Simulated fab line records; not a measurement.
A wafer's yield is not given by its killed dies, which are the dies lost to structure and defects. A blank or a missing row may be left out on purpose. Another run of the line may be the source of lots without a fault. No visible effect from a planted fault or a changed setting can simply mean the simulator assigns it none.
Split-lot study -- flow n5 finfet -- on a route of 1938 steps: 7 lots, 39 wafers read

== ON THE SPLIT ==
At N5_HKMG_FIN_ETCH_35 (etches SOC in N2/H2, target depth 215.8 nm, time 243.4 s), the setting target depth a was moved away from the recipe's 2158 angstrom on 15 of the 39 wafers read, by -11.3% to +12.7%. The other wafers ran this setting at the recipe's value.

The split's own step is where the reading is taken.

== THE READING ==
etch.depth nm (the simulator's own value, which no gauge read), in nm, at N5_HKMG_FIN_ETCH_35 (etches SOC in N2/H2, target depth 215.8 nm, time 243.4 s). There is no usual value for it anywhere in the file. Across the 24 wafers here that went through the recipe, the average is 213.8 nm and the standard deviation 3 nm.

wafer,"tool, chamber at the split","target depth a as run, angstrom",against the recipe,"etch.depth nm, nm",against lot-mates on the recipe
L074.1,"rie diel-05, 1",2237,+3.7%,224,+10.9
L074.2,"rie diel-05, 2",2237,+3.7%,223.2,+10.1
L074.3,"rie diel-05, 0",2158,recipe,210.9,-
L074.4,"rie diel-05, 3",2158,recipe,217,-
L074.5,"rie diel-05, 0",2158,recipe,211.5,-
L074.6,"rie diel-05, 3",2237,+3.7%,224.8,+11.7
L075.1,"rie diel-04, 3",2158,recipe,212.1,-
L075.2,"rie diel-04, 1",2158,recipe,214.6,-
L075.3,"rie diel-04, 0",2158,recipe,209.8,-
L075.4,"rie diel-04, 2",1926,-10.8%,189.4,-22.8
L075.5,"rie diel-04, 2",1926,-10.8%,190.1,-22.1
L075.6,"rie diel-04, 3",1926,-10.8%,187.9,-24.3
L083.1,"rie diel-01, 2",2158,recipe,211.4,-
L083.2,"rie diel-01, 3",1915,-11.3%,193.8,-20.2
L083.3,"rie diel-01, 0",1915,-11.3%,191.6,-22.4
L083.4,"rie diel-01, 1",2158,recipe,214.1,-
L083.5,"rie diel-01, 1",2158,recipe,216.4,-
L083.6,"rie diel-01, 0",1915,-11.3%,191.2,-22.8
L084.1,"rie diel-04, 2",2158,recipe,210.9,-
L084.2,"rie diel-04, 0",2158,recipe,207,-
L084.5,"rie diel-04, 2",2158,recipe,210.3,-
L085.1,"rie diel-01, 2",2158,recipe,212.8,-
L085.2,"rie diel-01, 0",2158,recipe,214.7,-
L085.3,"rie diel-01, 3",2158,recipe,218.2,-
L085.4,"rie diel-01, 1",2158,recipe,217,-
L085.5,"rie diel-01, 2",2158,recipe,211.6,-
L085.6,"rie diel-01, 3",2158,recipe,218.5,-
L089.1,"rie diel-01, 0",2158,recipe,215.3,-
L089.2,"rie diel-01, 1",2256,+4.5%,226.4,+9.9
L089.3,"rie diel-01, 2",2158,recipe,214.9,-
L089.4,"rie diel-01, 3",2158,recipe,219.4,-
L089.5,"rie diel-01, 0",2256,+4.5%,227.2,+10.7
L089.6,"rie diel-01, 3",2256,+4.5%,227.5,+11.0
L091.1,"rie diel-01, 1",2432,+12.7%,242.2,+28.3
L091.2,"rie diel-01, 3",2432,+12.7%,243.4,+29.5
L091.3,"rie diel-01, 0",2158,recipe,213.9,-
L091.4,"rie diel-01, 2",2158,recipe,214.1,-
L091.5,"rie diel-01, 0",2158,recipe,213.8,-
L091.6,"rie diel-01, 3",2432,+12.7%,246.1,+32.2

THE FIT
A straight line over all 39 wafers: etch.depth nm changes by +2.26 nm for each +1% of target depth a; r = +0.98; the points scatter about the line by 2.8 nm.
The same after taking each lot's own level away (the mean of its wafers on the recipe; 39 wafers): +2.2 nm for each +1%; r = +0.99; scatter 2.2 nm.
The reading moves by 28 nm for the largest change in target depth a, on that fit.
The span of the lots' own levels, 209.40 to 216.53 nm, comes to 2.4 times the standard deviation stated above.
So the lot-to-lot level changes the slope little: the two slopes agree.
Check: with one of the wafers moved furthest among these (+12.7%) left out of the fit, the line predicts +28.6 nm for it against its lot-mates. Against them it came out at +28.3 nm.

== THE OTHER SPLITS THESE WAFERS WENT THROUGH ==
Note: prior to the reading, these wafers also went through further splits. Each is held against what the fit with the lots' levels taken away leaves over:
other split on the same wafers,wafers away from the commonest value,r with etch.depth nm (lot level and that fit taken away)
N5_FIN_CUT_CUT_ETCH_26 source w,12,+0.14
N5_DUMMY_GATE_ETCH_37 source w,18,+0.01
N5_HKMG_FIN_EXPOSE_46 dose mj,15,-0.02
N5_HKMG_FIN_ETCH_58 bias w,15,-0.02

== THE WHOLE CHAIN: every reading that the file lists as answering this split, in the file's order ==
step,what it does,reading,change (the file's fit),r (the file's)
N5_HKMG_FIN_ETCH_35,"etches SOC in N2/H2, target depth 215.8 nm, time 243.4 s","HKMG_FIN.feature depth nm (the simulator's own value, which no gauge read)",+2.19 nm for each +1% of the setting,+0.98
N5_HKMG_FIN_ETCH_35,"etches SOC in N2/H2, target depth 215.8 nm, time 243.4 s","SOC_of_HKMG_FIN_COAT_29.thk nm (the simulator's own value, which no gauge read)",-2.21 nm for each +1% of the setting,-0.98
N5_HKMG_FIN_ETCH_35,"etches SOC in N2/H2, target depth 215.8 nm, time 243.4 s","etch.depth nm (the simulator's own value, which no gauge read)",+2.19 nm for each +1% of the setting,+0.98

== FILE'S OWN FIT ==
etch.depth nm changes by +2.19 nm for each +1% of target depth a, r = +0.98.
